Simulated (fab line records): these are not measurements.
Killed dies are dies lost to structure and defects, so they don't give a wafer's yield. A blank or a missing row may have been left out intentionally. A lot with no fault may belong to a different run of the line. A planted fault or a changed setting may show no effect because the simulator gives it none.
One fault seen from 2 desks | flow nand-harc | each desk has only its own numbers; what lay behind them comes last

METROLOGY DESK
What the gauges read for every lot (on any tool): the sampled wafers with a number, averaged. The brackets show how far a lot's mean lies from the usual mean; more than 4 standard deviations puts the lot out of limits, marked OUT.
Columns: A = overlay-x-nm at NHARC_A_BLC_OVL_MEAS_11, usual 0.2 nm; B = overlay-y-nm at NHARC_A_BLC_OVL_MEAS_11, usual 0.0 nm
lot  | first seen here | A    | B
L718 | day 17 12:22    | -0.2 | -0.3
L719 | day 17 21:13    | -0.6 | 0.1
L721 | day 17 23:10    | -0.4 | -0.1
L723 | day 19 00:30    | -0.2 | 0.7
L725 | day 19 04:54    | 0.3  | 0.5
L727 | day 19 12:10    | -0.4 | 0.3
L728 | day 19 19:07    | 0.5  | 0.3
L726 | day 19 19:44    | -0.2 | -0.5
L731 | day 20 05:53    | 0.6  | 0.2
L729 | day 20 19:04    | 0.0  | 0.2
L733 | day 20 19:48    | 1.9  | 0.4
L741 | day 23 07:31    | 0.1  | -1.1
This desk's verdict: no lot among the 12 shows anything out of limits.

DESK OF THE TOOL OWNER: cvd-w-02
The tool's own readings at NHARC_A_BLC_CVD_24 (deposits W, target thk 150 nm, time 434 s): means of the sampled wafers that have a number, for each lot that ran on this tool. The brackets show how far a lot's mean lies from the usual mean; more than 4 standard deviations puts the lot out of limits, marked OUT.
Columns: A = heater-power-outer-w at NHARC_A_BLC_CVD_24, usual 238 W; B = heater-power-w at NHARC_A_BLC_CVD_24, usual 426 W; C = mfc-ar-sccm at NHARC_A_BLC_CVD_24, usual 1560 sccm; D = throttle-valve-pct at NHARC_A_BLC_CVD_24, usual 8.21 %
lot  | first seen here | A   | B   | C    | D
L719 | day 18 02:17    | 233 | 404 | 1559 | 8.27
L723 | day 19 03:46    | 237 | 424 | 1554 | 7.86
L727 | day 19 19:47    | 234 | 411 | 1560 | 8.16
L731 | day 20 08:25    | 231 | 402 | 1564 | 8.17
L729 | day 21 05:58    | 237 | 432 | 1557 | 8.07
L733 | day 21 06:24    | 243 | 443 | 1555 | 8.18
This desk's verdict: no lot among the 6 shows anything out of limits.

TAKEN TOGETHER
At the metrology desk, nothing out of limits was observed.
Nothing out of limits was seen by the tool owner's desk.

WHAT THE SIMULATOR PUT IN
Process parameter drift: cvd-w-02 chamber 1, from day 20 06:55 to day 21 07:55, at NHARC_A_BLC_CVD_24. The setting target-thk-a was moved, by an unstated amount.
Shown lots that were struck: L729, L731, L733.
